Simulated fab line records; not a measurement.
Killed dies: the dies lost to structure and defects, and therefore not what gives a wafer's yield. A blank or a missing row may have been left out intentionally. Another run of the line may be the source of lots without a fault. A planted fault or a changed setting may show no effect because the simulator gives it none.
fab line records	flow n5-finfet
record: lots: 7	wafers: 21
route steps=1938 shown MOL_CONTACT_COAG@584 BEOL_M0_SAQP@663 BEOL_M1@754 BEOL_M2@881 BEOL_M3@950
start-h: the number of hours between the record's first day and the start of the first shown wafer of the lot	wait-h: hours since the lot's step before	" as in the row above	L1.1+2: several wafers, shown together as one row	- no value, or no start given	* or withheld: withheld	< > ~ a bound
route shown NAME@n: names a module that has steps shown in the file, with the first one's number in the route	usual: mean/standard deviation taken from wafers without a fault	same: alike in all rows	chamber/n: place in a boat	sites: per-site readings	_std_site: the standard deviation of these	_edge_site: outer sites' mean less inner sites'	radius-mm: for every site, how far away it sits from the centre of the wafer	mask NAME#n: copy n	behind: tool/chamber where the wafer was last shaped	hold: reason for holding the lot/hours on hold/outcome of the hold	device: names the non-switching transistor (n, p or np)	end of line: the route-end tests of the same wafers	for a step that has no rows: nothing shown but its recipe	killed: not the wafer's yield, but the dies lost to structure and defects at the first sort	map: a wafer's dies, marking killed ones x, the rest . and places with no die _
set.NAME: the setting as run; set.NAME@STEP: as run at that earlier step	model.NAME: the simulator's own value behind a step, which no gauge read
lots whose settings were changed on purpose; a table a step, a row a wafer
== steps ==
step: N5_MOL_CONTACT_COAG_ETCHBACK_135
recipe: chemistry: CHF3	target: SiO2	target-depth-a: 250	time-s: 16.7	ion-energy-ev: 200	pressure-mtorr: 30	source-w: 610	bias-w: 170	Ar_flow_sccm: 200	CHF3_flow_sccm: 50
lot.wafer	tool	chamber	start-h	wait-h	set.time-s	model.SOC_of_MOL_CONTACT_COAG_COAT_75.thk-nm
L074.4	rie-diel-05	2	102.69	0.0	16.7	57.6
L074.5+6	"	1,0	"	"	15.05	57.8
L075.2+3+4	rie-diel-05	1,0,3	104.95	0.0	16.7	57.6
L084.3+6	rie-diel-05	3,2	161.14	0.0	16.7	57.4
L084.5	"	3	"	"	16.7	57.6
L088.1	rie-diel-01	0	188.51	0.0	14.03	58.2
L088.3	"	2	"	"	16.7	57.4
L088.5	"	2	"	"	16.7	57.6
L091.1	rie-diel-05	1	200.07	0.0	16.7	57.6
L091.2	"	3	"	"	16.7	57.4
L091.5	"	0	"	"	14.31	58
L093.1	rie-diel-02	3	212.74	0.0	16.7	57.2
L093.2	"	0	"	"	16.7	57.4
L093.5	"	0	"	"	15.74	57.6
L097.4	rie-diel-01	3	241.70	0.0	16.7	57.2
L097.5	"	2	"	"	16.7	57.4
L097.6	"	1	"	"	18.88	57
step: N5_MOL_CONTACT_COAG_ETCH_47
recipe: chemistry: CH3F/O2	target: SiNx	target-depth-a: 270	mask-material: SiO2	stop-on: W	over-etch-frac: 0.2	ion-energy-ev: 120	endpoint: OES-CN	pressure-mtorr: 30	source-w: 395	bias-w: 73	Ar_flow_sccm: 150	CH3F_flow_sccm: 30	O2_flow_sccm: 20	ends: end-point
lot.wafer	tool	chamber	start-h	wait-h	set.over-etch-frac	model.etch.over-etch-s
L074.4	rie-diel-05	2	102.83	0.0	0.1947	5.075
L074.5	"	1	"	"	0.1947	5.143
L074.6	"	0	"	"	0.1947	5.125
L075.2	rie-diel-05	1	105.09	0.0	0.2107	5.589
L075.3	"	0	"	"	0.2	5.331
L075.4	"	3	"	"	0.2107	5.472
L084.3	rie-diel-05	3	161.28	0.0	0.2	5.134
L084.5	"	3	"	"	0.2	5.127
L084.6	"	2	"	"	0.2	5.073
L088.1	rie-diel-01	0	188.65	0.0	0.2075	5.293
L088.3	"	2	"	"	0.2075	5.238
L088.5	"	2	"	"	0.2075	5.283
L091.1	rie-diel-05	2	200.21	0.0	0.2	5.138
L091.2	"	3	"	"	0.1889	4.865
L091.5	"	0	"	"	0.2	5.342
L093.1	rie-diel-02	3	212.88	0.0	0.1939	5
L093.2	"	0	"	"	0.2	5.224
L093.5	"	0	"	"	0.1939	5.083
L097.4	rie-diel-01	3	241.84	0.0	0.2	5.091
L097.5	"	2	"	"	0.2	4.875
L097.6	"	1	"	"	0.2141	5.709
step: N5_BEOL_M0_SAQP_SPACER1_ALD_98
recipe: material: SiO2	target-thk-a: 128	temp-c: 300	ald-precursor-family: BDEAS	ald-co-reactant: O2-plasma	pulse-time-s: 1	purge-time-s: 2	co-reactant-purge-time-s: 2	ald-cycles: 138	pressure-torr: 2
lot.wafer	tool	chamber	start-h	wait-h	set.temp-c
L074.4+6	ald-sin-02	0,2	112.48	0.1	311.9
L074.5	"	1	"	"	300
L075.2+3+4	ald-sin-04	0,3,1	116.29	0.5	300
L084.3+5+6	ald-sin-02	0,1,0	170.95	0.1	300
L088.1+3+5	ald-sin-03	0,3,1	197.69	0.5	300
L091.1	ald-sin-03	2	209.75	0.3	289.6
L091.2+5	"	0,1	"	"	300
L093.1+2	ald-sin-02	2,0	224.60	1.9	295.6
L093.5	"	3	"	"	300
L097.4+6	ald-sin-02	3,0	251.26	0.1	313.3
L097.5	"	1	"	"	300
step: N5_BEOL_M0_SAQP_SPACER1_ETCHBACK_99
recipe: chemistry: CHF3/O2	mode: anisotropic-etchback	target: SiO2	target-depth-a: 154	time-s: 7.7	pressure-mtorr: 30	source-w: 650	bias-w: 170	Ar_flow_sccm: 200	CHF3_flow_sccm: 50	O2_flow_sccm: 5	ion-energy-ev: 200
step: N5_BEOL_M0_SAQP_MANDREL1_REMOVE_100
recipe: chemistry: HBr/Cl2/O2	bt-time-s: 10	target: a-Si	stop-on: SiNx	endpoint: OES-SiCl	over-etch-frac: 0.85	icp-w: 600	bias-w: 30	HBr_flow_sccm: 150	Cl2_flow_sccm: 80	O2_flow_sccm: 5	pressure-mtorr: 10
lot.wafer	tool	chamber	start-h	wait-h	set.temp-c@BEOL_M0_SAQP_SPACER1_ALD_98	model.SiO2_of_BEOL_M0_SAQP_SPACER1_ALD_98.thk-nm
L074.4+6	rie-si-01	1	113.07	0.1	311.9	7.2
L074.5	"	2	"	"	300	7.4
L075.2+3+4	rie-si-01	3,2,1	116.87	0.1	300	7.4
L084.3+5+6	rie-si-05	1,3,2	171.52	0.1	300	7.4
L088.1+3+5	rie-si-01	1,3,0	198.29	0.1	300	7.4
L091.1	rie-si-01	0	210.32	0.1	289.6	8
L091.2+5	"	3,1	"	"	300	7.4
L093.1+2	rie-si-05	1,3	225.16	0.1	295.6	7.6
L093.5	"	1	"	"	300	7.6
L097.4+6	rie-si-05	0	252.27	0.0	313.3	7.2
L097.5	"	1	"	"	300	7.4
step: N5_BEOL_M0_SAQP_EXPOSE_37
recipe: mask-id: M0_CUT1	na: 0.33	source-shape: annular	sigma-inner: 0.35	sigma-outer: 0.8	polarization: unpolarized	target-cd-nm: 30	dose-mj: 44.75
lot.wafer	tool	chamber	start-h	wait-h	mask	set.dose-mj
L074.4+6	euv-scanner-02	0	115.27	-	M0_CUT1#0	42.68
L074.5	"	0	"	"	M0_CUT1#0	44.75
L075.2+3+4	euv-scanner-01	0	119.20	-	M0_CUT1#0	44.75
L084.3+5+6	euv-scanner-02	0	174.30	-	M0_CUT1#0	44.75
L088.1+5	euv-scanner-01	0	201.06	-	M0_CUT1#0	44.75
L088.3	"	0	"	"	M0_CUT1#0	46.76
L091.1+5	euv-scanner-01	0	212.48	-	M0_CUT1#0	43.28
L091.2	"	0	"	"	M0_CUT1#0	44.75
L093.1+2+5	euv-scanner-02	0	227.35	-	M0_CUT1#0	43.78
L097.4	euv-scanner-02	0	254.97	-	M0_CUT1#0	45.95
L097.5+6	"	0	"	"	M0_CUT1#0	44.75
step: N5_BEOL_M0_SAQP_PEB_38
recipe: peb-temp-c: 100	peb-time-s: 60	resist: CAR-EUV
step: N5_BEOL_M0_SAQP_DEVELOP_39
recipe: develop-time-s: 30	developer: TMAH	resist: CAR-EUV	rinse-liquid: surfactant-rinse	dry: air-spin	dev-temp-c: 23
step: N5_BEOL_M0_SAQP_CD_MEAS_40
recipe: target-cd-nm: 30	landing-energy-ev: 500	detector: se-inlens
usual: cd-nm: 30.07/0.28
lot.wafer	tool	chamber	start-h	wait-h	set.dose-mj@BEOL_M0_SAQP_EXPOSE_37	cd-nm
L074.4	cd-sem-01	0	115.38	-	42.68	29.21
L074.5	"	0	"	"	44.75	30.20
L074.6	"	0	"	"	42.68	29.13
L075.2	cd-sem-03	0	119.32	-	44.75	29.59
L075.3	"	0	"	"	44.75	29.38
L075.4	"	0	"	"	44.75	29.34
L084.3	cd-sem-01	0	174.42	-	44.75	30.10
L084.5	"	0	"	"	44.75	29.86
L084.6	"	0	"	"	44.75	30.07
L088.1	cd-sem-03	0	201.20	-	44.75	30.28
L088.3	"	0	"	"	46.76	31.03
L088.5	"	0	"	"	44.75	30.34
L091.1	cd-sem-03	0	212.61	-	43.28	29.09
L091.2	"	0	"	"	44.75	30.07
L091.5	"	0	"	"	43.28	29.30
L093.1	cd-sem-02	0	227.48	-	43.78	29.72
L093.2	"	0	"	"	43.78	29.90
L093.5	"	0	"	"	43.78	29.45
L097.4	cd-sem-02	0	255.09	-	45.95	30.85
L097.5	"	0	"	"	44.75	30.09
L097.6	"	0	"	"	44.75	30.04
step: N5_BEOL_M0_SAQP_DESCUM_45
recipe: chemistry: O2	time-s: 7	source-power-w: 50	bias-power-w: 20	pressure-mtorr: 20	rf-frequency-hz: 2.712e+07	temp-c: 40	resist: CAR-EUV	o2-flow-sccm: 225
lot.wafer	tool	chamber	start-h	wait-h	set.time-s	set.dose-mj@BEOL_M0_SAQP_EXPOSE_37	model.BEOL_M0_SAQP.cd-nm	model.CAR-EUV_of_BEOL_M0_SAQP_COAT_34.thk-nm
L074.4	rie-diel-06	3	115.50	0.0	7	42.68	29.2	26
L074.5	"	3	"	"	7	44.75	30.2	26
L074.6	"	0	"	"	7	42.68	29	25.8
L075.2	rie-diel-04	3	119.46	0.1	7	44.75	30.2	26
L075.3	"	2	"	"	7	44.75	29.6	26.2
L075.4	"	0	"	"	7	44.75	29.4	26.2
L084.3+6	rie-diel-03	1	174.67	0.2	7	44.75	30	26
L084.5	"	2	"	"	7	44.75	29.8	26
L088.1	rie-diel-03	1	201.32	0.0	5.454	44.75	30	26.6
L088.3	"	3	"	"	7	46.76	31	25.8
L088.5	"	0	"	"	7	44.75	30.2	25.8
L091.1	rie-diel-03	0	213.14	0.4	6.589	43.28	29	26.2
L091.2	"	3	"	"	7	44.75	29.8	26
L091.5	"	3	"	"	6.589	43.28	29.2	26.2
L093.1	rie-diel-06	3	227.87	0.3	7	43.78	30	26.2
L093.2	"	0	"	"	5.947	43.78	29.8	26.6
L093.5	"	3	"	"	7	43.78	29.4	26.2
L097.4	rie-diel-06	0	255.45	0.3	7.494	45.95	30.8	26
L097.5	"	1	"	"	7.494	44.75	30	25.8
L097.6	"	2	"	"	7	44.75	30.2	26.2
step: N5_BEOL_M0_SAQP_ETCH_88
recipe: chemistry: N2/H2	target: underlayer	target-depth-a: 65	time-s: 5.2	ion-energy-ev: 200	mask-material: CAR-EUV	pressure-mtorr: 30	source-w: 840	bias-w: 150	n2-flow-sccm: 200	h2-flow-sccm: 200	ends: cleared
lot.wafer	tool	chamber	start-h	wait-h	set.dose-mj@BEOL_M0_SAQP_EXPOSE_37	model.BEOL_M0_SAQP.cd-nm
L074.4+6	rie-diel-06	3,0	115.54	0.0	42.68	29.2
L074.5	"	3	"	"	44.75	30.4
L075.2	rie-diel-04	3	119.50	0.0	44.75	30.2
L075.3	"	2	"	"	44.75	29.6
L075.4	"	0	"	"	44.75	29.2
L084.3+6	rie-diel-03	1	174.71	0.0	44.75	30
L084.5	"	2	"	"	44.75	29.8
L088.1+5	rie-diel-03	1,0	201.35	0.0	44.75	30
L088.3	"	3	"	"	46.76	31
L091.1	rie-diel-03	0	213.18	0.0	43.28	28.8
L091.2	"	3	"	"	44.75	29.8
L091.5	"	3	"	"	43.28	29
L093.1+2	rie-diel-06	3,0	227.91	0.0	43.78	30
L093.5	"	3	"	"	43.78	29.6
L097.4	rie-diel-06	0	255.47	0.0	45.95	31
L097.5+6	"	1,2	"	"	44.75	30
step: N5_BEOL_M1_HM_DEP_02
recipe: material: TiN	target-thk-a: 200	temp-c: 25	chamber-pressure-pa: 0.49996
lot.wafer	tool	chamber	start-h	wait-h	set.target-thk-a	model.TiN_of_BEOL_M1_HM_DEP_02.thk-nm
L074.4+5	pvd-sputter-02	-	123.33	0.8	200	20
L074.6	"	-	"	"	200	20.2
L075.2	pvd-sputter-03	-	127.88	0.0	177.2	17.8
L075.3	"	-	"	"	200	20
L075.4	"	-	"	"	200	20.4
L084.3+5	pvd-sputter-01	-	183.40	2.7	200	20.2
L084.6	"	-	"	"	200	20
L088.1	pvd-sputter-03	-	208.64	1.9	200	20
L088.3+5	"	-	"	"	200	19.8
L091.1	pvd-sputter-02	-	222.47	0.5	200	19.8
L091.2	"	-	"	"	185.5	18.2
L091.5	"	-	"	"	185.5	18.6
L093.1	pvd-sputter-01	-	243.14	3.1	200	20.2
L093.2	"	-	"	"	218.9	21.6
L093.5	"	-	"	"	218.9	21.8
L097.4	pvd-sputter-02	-	264.83	1.1	184.3	18.6
L097.5	"	-	"	"	200	19.4
L097.6	"	-	"	"	184.3	18.8
step: N5_BEOL_M1_COAT_61
recipe: resist: SOC	temp-c: 250	time-s: 60	spin-rpm: 1500	resist-thk-nm: 60
lot.wafer	tool	chamber	start-h	wait-h	set.spin-rpm
L074.4+5+6	litho-track-02	0	123.46	0.1	1500
L075.2+3+4	litho-track-02	0	128.02	0.1	1500
L084.3+5+6	litho-track-02	0	183.54	0.1	1500
L088.1+3+5	litho-track-02	0	208.77	0.1	1500
L091.1+2+5	litho-track-05	0	222.60	0.1	1500
L093.1+2+5	litho-track-04	0	243.26	0.1	1500
L097.4+5	litho-track-04	0	264.96	0.1	1365
L097.6	"	0	"	"	1500
step: N5_BEOL_M1_COAT_62
recipe: resist: SiARC	temp-c: 220	time-s: 60	spin-rpm: 1500	resist-thk-nm: 12
step: N5_BEOL_M1_COAT_73
recipe: resist: underlayer	temp-c: 205	time-s: 60	spin-rpm: 1500	resist-thk-nm: 5
step: N5_BEOL_M1_STRIP_75
recipe: chemistry: N2/H2	temp-c: 40	n2-flow-sccm: 200	h2-flow-sccm: 200	rf-frequency-hz: 6e+07
step: N5_BEOL_M1_STRIP_66
recipe: chemistry: CF4	resist: SiARC	power-w: 300	bias-power-w: 75	pressure-mtorr: 50	cf4-flow-sccm: 150	rf-frequency-hz: 6e+07
step: N5_BEOL_M1_HM_OPEN_17
recipe: chemistry: Cl2/BCl3	target-depth-a: 200	overetch-a: 60	target: TiN	mask-material: SOC	ion-energy-ev: 150	pressure-mtorr: 10	icp-w: 1000	bias-w: 126	Cl2_flow_sccm: 53.25	bcl3-flow-sccm: 21.75	Ar_flow_sccm: 25
lot.wafer	tool	chamber	start-h	wait-h	set.target-thk-a@BEOL_M1_HM_DEP_02	model.etch.depth-nm
L074.4	rie-metal-02	0	124.16	0.1	200	19.95
L074.5	"	1	"	"	200	19.91
L074.6	"	0	"	"	200	20.21
L075.2	rie-metal-01	0	128.69	0.1	177.2	17.88
L075.3	"	0	"	"	200	20.07
L075.4	"	0	"	"	200	20.33
L084.3	rie-metal-01	0	184.77	0.1	200	20.24
L084.5	"	1	"	"	200	20.12
L084.6	"	0	"	"	200	20.09
L088.1	rie-metal-03	0	209.40	0.0	200	19.94
L088.3	"	0	"	"	200	19.83
L088.5	"	1	"	"	200	19.78
L091.1	rie-metal-01	0	223.53	0.0	200	19.77
L091.2	"	1	"	"	185.5	18.1
L091.5	"	1	"	"	185.5	18.68
L093.1	rie-metal-03	1	244.02	0.0	200	20.19
L093.2	"	0	"	"	218.9	21.68
L093.5	"	1	"	"	218.9	21.77
L097.4	rie-metal-02	0	265.75	0.1	184.3	18.52
L097.5	"	0	"	"	200	19.48
L097.6	"	1	"	"	184.3	18.75
step: N5_BEOL_M1_STRIP_19
recipe: chemistry: O2	power-w: 400	temp-c: 40	pressure-mtorr: 30	rf-frequency-hz: 6e+07	bias-power-w: 0	overash-fraction: 0.2	o2-flow-sccm: 225
step: N5_BEOL_M1_STRIP_83
recipe: chemistry: C4F6/O2	resist: SiARC	rf-frequency-hz: 6e+07
step: N5_BEOL_M1_STRIP_36
recipe: chemistry: N2/H2	power-w: 450	temp-c: 40	pressure-mtorr: 20	rf-frequency-hz: 6e+07	overash-fraction: 0.3	bias-power-w: 7	h2-frac: 0.5	n2-flow-sccm: 200	h2-flow-sccm: 200
step: N5_BEOL_M1_TRENCH_ETCH_37
recipe: chemistry: C4F6/O2	target-depth-a: 552.07	target: SiOC	time-s: 29	ion-energy-ev: 250	pressure-mtorr: 30	source-w: 355	bias-w: 185	Ar_flow_sccm: 300	C4F6_flow_sccm: 10	O2_flow_sccm: 10
lot.wafer	tool	chamber	start-h	wait-h	set.target-thk-a@BEOL_M1_HM_DEP_02	model.TiN_of_BEOL_M1_HM_DEP_02.thk-nm
L074.4+5	rie-diel-03	2,3	-	-	200	17.6
L074.6	"	0	"	"	200	17.8
L075.2	rie-diel-06	0	-	-	177.2	15.6
L075.3	"	1	"	"	200	17.8
L075.4	"	0	"	"	200	18
L084.3	rie-diel-03	1	-	-	200	18
L084.5+6	"	0,3	"	"	200	17.8
L088.1+3	rie-diel-06	1,2	-	-	200	17.6
L088.5	"	1	"	"	200	17.4
L091.1	rie-diel-03	1	-	-	200	17.4
L091.2	"	2	"	"	185.5	15.6
L091.5	"	3	"	"	185.5	16.2
L093.1	rie-diel-04	3	-	-	200	17.8
L093.2	"	1	"	"	218.9	19.4
L093.5	"	0	"	"	218.9	19.6
L097.4	rie-diel-06	3	-	-	184.3	16.2
L097.5	"	3	"	"	200	17.2
L097.6	"	2	"	"	184.3	16.4
step: N5_BEOL_M2_ETCH_69
recipe: chemistry: CF4	target: SiARC	target-depth-a: 156	mask-material: CAR-EUV	time-s: 26	ion-energy-ev: 80	pressure-mtorr: 40	source-w: 545	bias-w: 36	Ar_flow_sccm: 100	cf4-flow-sccm: 100	ends: cleared
usual: rf-vpp-V: 183.9/1.2
lot.wafer	tool	chamber	start-h	wait-h	set.bias-w	rf-vpp-V
L074.4	rie-diel-02	3	133.83	0.0	36	184.4
L074.5	"	3	"	"	38.46	190.8
L074.6	"	2	"	"	36	183.1
L075.2	rie-diel-02	3	138.72	0.0	30.6	165.9
L075.3	"	2	"	"	36	183.1
L075.4	"	0	"	"	30.6	166.2
L084.3	rie-diel-02	1	193.82	0.0	36	184.8
L084.5	"	1	"	"	36	184.7
L084.6	"	0	"	"	36	182.0
L088.1	rie-diel-01	3	220.40	0.0	36	183.8
L088.3	"	1	"	"	38.7	194.5
L088.5	"	3	"	"	36	184.4
L091.1	rie-diel-02	2	236.18	0.0	36	184.7
L091.2	"	0	"	"	32.87	171.2
L091.5	"	1	"	"	36	185.1
L093.1	rie-diel-01	2	253.86	0.0	36	184.4
L093.2	"	0	"	"	31.52	168.5
L093.5	"	2	"	"	36	185.3
L097.4	rie-diel-02	0	275.40	0.0	36	182.4
L097.5	"	0	"	"	40.47	196.8
L097.6	"	3	"	"	40.47	198.3
step: N5_BEOL_M3_ETCH_64
recipe: chemistry: N2/H2	target: SOC	target-depth-a: 750	overetch-a: 150	mask-material: SiARC	temp-c: 40	time-s: 112.5	ion-energy-ev: 200	pressure-mtorr: 30	source-w: 840	bias-w: 150	n2-flow-sccm: 200	h2-flow-sccm: 200
lot.wafer	tool	chamber	start-h	wait-h	set.time-s
L074.4+5	rie-diel-04	1,3	143.78	0.0	132.3
L074.6	"	2	"	"	112.5
L075.2+3+4	rie-diel-04	0,2,3	148.77	0.0	112.5
L084.3+5+6	rie-diel-03	1,1,0	203.37	0.0	112.5
L088.1+5	rie-diel-04	1	227.95	0.0	130.4
L088.3	"	0	"	"	112.5
L091.1	rie-diel-06	2	249.69	0.0	119.3
L091.2+5	"	0	"	"	112.5
L093.1	rie-diel-03	2	269.75	0.0	112.5
L093.2+5	"	3,0	"	"	137.7
L097.4	rie-diel-06	3	290.05	0.0	98.16
L097.5+6	"	0,1	"	"	112.5
step: N5_BEOL_M3_STRIP_65
recipe: chemistry: N2/H2	temp-c: 40	n2-flow-sccm: 200	h2-flow-sccm: 200	rf-frequency-hz: 6e+07
step: N5_BEOL_M3_STRIP_75
recipe: chemistry: N2/H2	temp-c: 40	n2-flow-sccm: 200	h2-flow-sccm: 200	rf-frequency-hz: 6e+07
step: N5_BEOL_M3_STRIP_66
recipe: chemistry: CF4	resist: SiARC	power-w: 300	bias-power-w: 75	pressure-mtorr: 50	cf4-flow-sccm: 150	rf-frequency-hz: 6e+07
step: N5_BEOL_M3_HM_OPEN_17
recipe: chemistry: Cl2/BCl3	target-depth-a: 200	overetch-a: 60	target: TiN	mask-material: SOC	ion-energy-ev: 150	pressure-mtorr: 10	icp-w: 1000	bias-w: 126	Cl2_flow_sccm: 53.25	bcl3-flow-sccm: 21.75	Ar_flow_sccm: 25
lot.wafer	tool	chamber	start-h	wait-h	set.time-s@BEOL_M3_ETCH_64	model.etch.depth-nm
L074.4	rie-metal-03	1	143.98	0.1	132.3	17.96
L074.5	"	1	"	"	132.3	17.81
L074.6	"	0	"	"	112.5	19.62
L075.2	rie-metal-02	0	148.94	0.0	112.5	20.11
L075.3	"	0	"	"	112.5	19.72
L075.4	"	1	"	"	112.5	19.91
L084.3	rie-metal-03	1	203.59	0.1	112.5	19.88
L084.5	"	1	"	"	112.5	19.8
L084.6	"	1	"	"	112.5	19.69
L088.1	rie-metal-03	1	228.12	0.0	130.4	18.08
L088.3	"	1	"	"	112.5	19.72
L088.5	"	1	"	"	130.4	18.27
L091.1	rie-metal-03	1	249.86	0.0	119.3	19.22
L091.2	"	0	"	"	112.5	20.12
L091.5	"	1	"	"	112.5	19.7
L093.1	rie-metal-02	0	270.14	0.3	112.5	20.19
L093.2	"	1	"	"	137.7	17.4
L093.5	"	1	"	"	137.7	17.6
L097.4	rie-metal-03	0	290.26	0.1	98.16	19.48
L097.5	"	0	"	"	112.5	19.75
L097.6	"	1	"	"	112.5	19.57
== key ==
split: step: N5_MOL_CONTACT_COAG_ETCHBACK_135	setting: time-s	stated: 16.7	by: wafer
response: step: N5_MOL_CONTACT_COAG_ETCHBACK_135	reading: model.SOC_of_MOL_CONTACT_COAG_COAT_75.thk-nm	change: -0.0341	per: 1%	r: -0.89
split: step: N5_MOL_CONTACT_COAG_ETCH_47	setting: over-etch-frac	stated: 0.2	by: wafer
response: step: N5_MOL_CONTACT_COAG_ETCH_47	reading: model.etch.over-etch-s	change: +0.0745	per: 1%	r: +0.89
split: step: N5_BEOL_M0_SAQP_SPACER1_ALD_98	setting: temp-c	stated: 300	by: wafer
response: step: N5_BEOL_M0_SAQP_MANDREL1_REMOVE_100	reading: model.SiO2_of_BEOL_M0_SAQP_SPACER1_ALD_98.thk-nm	shape: bent	at-lowest: 8	at-stated: 7.414	at-highest: 7.2
split: step: N5_BEOL_M0_SAQP_EXPOSE_37	setting: dose-mj	stated: 44.75	by: wafer
response: step: N5_BEOL_M0_SAQP_CD_MEAS_40	reading: cd-nm	change: +0.218	per: 1%	r: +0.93
response: step: N5_BEOL_M0_SAQP_DESCUM_45	reading: model.BEOL_M0_SAQP.cd-nm	change: +0.223	per: 1%	r: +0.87
response: step: N5_BEOL_M0_SAQP_ETCH_88	reading: model.BEOL_M0_SAQP.cd-nm	change: +0.263	per: 1%	r: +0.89
split: step: N5_BEOL_M0_SAQP_DESCUM_45	setting: time-s	stated: 7	by: wafer
response: step: N5_BEOL_M0_SAQP_DESCUM_45	reading: model.CAR-EUV_of_BEOL_M0_SAQP_COAT_34.thk-nm	change: -0.0338	per: 1%	r: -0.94
split: step: N5_BEOL_M1_HM_DEP_02	setting: target-thk-a	stated: 200	by: wafer
response: step: N5_BEOL_M1_HM_DEP_02	reading: model.TiN_of_BEOL_M1_HM_DEP_02.thk-nm	change: +0.171	per: 1%	r: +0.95
response: step: N5_BEOL_M1_HM_OPEN_17	reading: model.etch.depth-nm	change: +0.173	per: 1%	r: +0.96
response: step: N5_BEOL_M1_TRENCH_ETCH_37	reading: model.TiN_of_BEOL_M1_HM_DEP_02.thk-nm	change: +0.181	per: 1%	r: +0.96
split: step: N5_BEOL_M1_COAT_61	setting: spin-rpm	stated: 1500	by: wafer
response none clear
split: step: N5_BEOL_M2_ETCH_69	setting: bias-w	stated: 36	by: wafer
response: step: N5_BEOL_M2_ETCH_69	reading: rf-vpp-V	change: +1.25	per: 1%	r: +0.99
split: step: N5_BEOL_M3_ETCH_64	setting: time-s	stated: 112.5	by: wafer
response: step: N5_BEOL_M3_HM_OPEN_17	reading: model.etch.depth-nm	shape: bent	at-lowest: 19.48	at-stated: 19.83	at-highest: 17.5
